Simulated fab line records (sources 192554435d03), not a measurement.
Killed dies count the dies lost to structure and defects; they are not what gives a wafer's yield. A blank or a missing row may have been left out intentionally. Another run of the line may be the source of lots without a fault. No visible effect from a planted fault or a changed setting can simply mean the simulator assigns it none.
A struck lot beside a sound one / flow n5-finfet / 24 steps out of a route of 1938
Sound: these wafers, L348.2, L348.4, L348.6. Wafers L356.4, L356.5, L356.6 were the ones struck. The cause comes at the end.
At each step with rows: each side's tool, then ch and its chambers, then its first start. Under that, the readings that differ: sound wafers / struck wafers / difference of the means / sigmas: that difference in standard deviations of wafers without a fault.
alike: words and numbers the same on both sides, and readings whose means are apart by under 2 such deviations; not compared: readings that were withheld, readings missing a value for some wafer, numbers with overlapping values and no deviation given by the record, and bounds like >300 which may hide the same value.
Wherever a step has rows on one side only, a row that says differs or no value, or a row with sigmas, the two part there. Non-overlapping numbers with no deviation appear without sigmas and do not part them. Lack of a reading on every wafer of one side parts them only where that side has two or more wafers.

first, 7 steps without rows for these wafers: N5_MOL_CONTACT_COAG_COAT_58 (time 60 s, resist thk 10 nm); N5_MOL_CONTACT_COAG_COAT_02 (resist thk 30 nm); N5_MOL_CONTACT_COAG_EBR_04; N5_MOL_CONTACT_COAG_SOFTBAKE_03 (time 60 s); N5_MOL_CONTACT_COAG_EXPOSE_05 (exposes mask CA, defocus 0 nm); N5_MOL_CONTACT_COAG_PEB_06 (peb time 60 s); N5_MOL_CONTACT_COAG_DEVELOP_07 (develop time 30 s).
N5_MOL_CONTACT_COAG_CD_MEAS_08: the cd target is 28 nm.
  sound on cd-sem-01 ch 0, day 6 18:09; struck on cd-sem-03 ch 0, day 8 14:32
  alike: cd-nm
N5_MOL_CONTACT_COAG_OVL_MEAS_09:
  sound on overlay-02 ch 0, day 6 18:11; struck on overlay-01 ch 0, day 8 14:35
  alike: CA_OVL
N5_MOL_CONTACT_COAG_INSPECT_10: inspects for defects (brightfield).
  sound on defect-inspect-01, day 6 18:15; struck on defect-inspect-02, day 8 14:38
  alike: raw-defect-count
then, 1 step without rows for these wafers: N5_MOL_CONTACT_COAG_DESCUM_13 (chemistry O2, time 7 s).
N5_MOL_CONTACT_COAG_ETCH_59: etches underlayer in N2/H2, target depth 13 nm, time 10.4 s.
  sound on rie-diel-06 ch 0,1, day 6 18:19; struck on rie-diel-06 ch 0,1, day 8 14:52
  alike: bias-w, chamber-pressure-mTorr, drypump-motor-current-A, etch-rf-on-time-s, h2-flow-sccm, oes-product-au, rf-vpp-V, showerhead-plenum-p-Torr, throttle-valve-pct
  not compared: rf-hours-counter-h
N5_MOL_CONTACT_COAG_ETCH_105: etches SiARC in CF4, target depth 15.6 nm, time 26 s.
  sound on rie-diel-06 ch 0,1, day 6 18:20; struck on rie-diel-06 ch 0,1, day 8 14:53
  no value came back on the struck wafers for any of 8 readings (bias-w (W), cf4-flow-sccm (sccm) and others); on the sound wafers bias-w (W) reads 36.07 36.04 35.95
reading=model.CAR-EUV_of_MOL_CONTACT_COAG_COAT_02.thk-nm (nm); sound=5.4 5.4 5.6; struck=14.8 14.8 14.8; difference=+9.3; sigmas=
  not compared: rf-hours-counter-h
N5_MOL_CONTACT_COAG_ETCH_106: etches SOC in N2/H2, target depth 80 nm, overetch 16 nm, time 120 s.
  sound on rie-diel-06 ch 0,1, day 6 18:22; struck on rie-diel-06 ch 0,1, day 8 14:55
reading=oes-product-au (a.u.); sound=0.84 0.85 0.84; struck=0.35 0.34 0.34; difference=-0.50; sigmas=-7
  alike: bias-w, chamber-pressure-mTorr, drypump-motor-current-A, h2-flow-sccm, rf-vpp-V, showerhead-plenum-p-Torr, throttle-valve-pct
  not compared: rf-hours-counter-h
then, 2 steps without rows for these wafers: N5_MOL_CONTACT_COAG_STRIP_107 (strips in N2/H2); N5_MOL_CONTACT_COAG_STRIP_108 (strips in N2/H2).
N5_MOL_CONTACT_COAG_CONTACT_ETCH_14: etches SiO2 in C4F6/O2, target depth 27.5 nm, overetch 8.5 nm, time 20 s.
  sound on rie-diel-06 ch 0,1, day 6 18:28; struck on rie-diel-06 ch 0,1, day 8 15:01
reading=C4F6_flow_sccm (sccm); sound=16.04 16.02 16.06; struck=15.90 16.00 15.89; difference=-0.11; sigmas=-3
reading=oes-product-au (a.u.); sound=0.80 0.82 0.81; struck=0.34 0.34 0.34; difference=-0.47; sigmas=-7
  alike: O2_flow_sccm, drypump-motor-current-A, rf-vpp-V, showerhead-plenum-p-Torr, throttle-valve-pct
  not compared: rf-hours-counter-h
then, 1 step without rows for these wafers: N5_MOL_CONTACT_COAG_STRIP_109 (strips in C4F6/O2).
N5_MOL_CONTACT_COAG_ETCH_15: etches SiNx in CH3F/O2, stops on Si:P, target depth 7 nm.
  sound on rie-diel-06 ch 0,1, day 6 18:30; struck on rie-diel-06 ch 0,1, day 8 15:04
reading=oes-product-au (a.u.); sound=0.69 0.69 0.69; struck=0.33 0.35 0.34; difference=-0.35; sigmas=-6
  alike: CH3F_flow_sccm, O2_flow_sccm, drypump-motor-current-A, rf-vpp-V, showerhead-plenum-p-Torr, throttle-valve-pct
  not compared: rf-hours-counter-h
N5_MOL_CONTACT_COAG_ETCH_110: etches Si in CF4/O2, target depth 2.5 nm, time 8 s.
  sound on rie-diel-06 ch 0,1, day 6 18:34; struck on rie-diel-06 ch 0,1, day 8 15:07
  alike: O2_flow_sccm, bias-w, drypump-motor-current-A, oes-product-au, rf-vpp-V, showerhead-plenum-p-Torr, throttle-valve-pct
  not compared: rf-hours-counter-h
N5_MOL_CONTACT_COAG_STRIP_98: strips in N2/H2.
  sound on rie-diel-06 ch 0,1, day 6 18:37; struck on rie-diel-06 ch 0,1, day 8 15:10
  alike: drypump-motor-current-A, h2-flow-sccm, oes-product-au, rf-vpp-V, showerhead-plenum-p-Torr, throttle-valve-pct
  not compared: rf-hours-counter-h
N5_MOL_CONTACT_COAG_CD_MEAS_99: the cd target is 17.2 nm.
  sound on cd-sem-01, day 6 18:41; struck on cd-sem-01, day 8 15:14
reading=cd-nm (nm); sound=17.50 17.30 17.37; struck=- - -; difference=no value on the struck wafers; sigmas=
next, for these wafers, 1 step has no rows: N5_MOL_CONTACT_COAG_IMPLANT_129.
N5_BEOL_M4_RC_MEAS_101:
  the record has rows for the sound wafers here (prober-01 ch 0, day 10 11:22) and none for the struck ones

WHERE THEY PART
At N5_MOL_CONTACT_COAG_ETCH_105 first; at N5_BEOL_M4_RC_MEAS_101 last (within this record only).

WHY: what had been put in by the simulator
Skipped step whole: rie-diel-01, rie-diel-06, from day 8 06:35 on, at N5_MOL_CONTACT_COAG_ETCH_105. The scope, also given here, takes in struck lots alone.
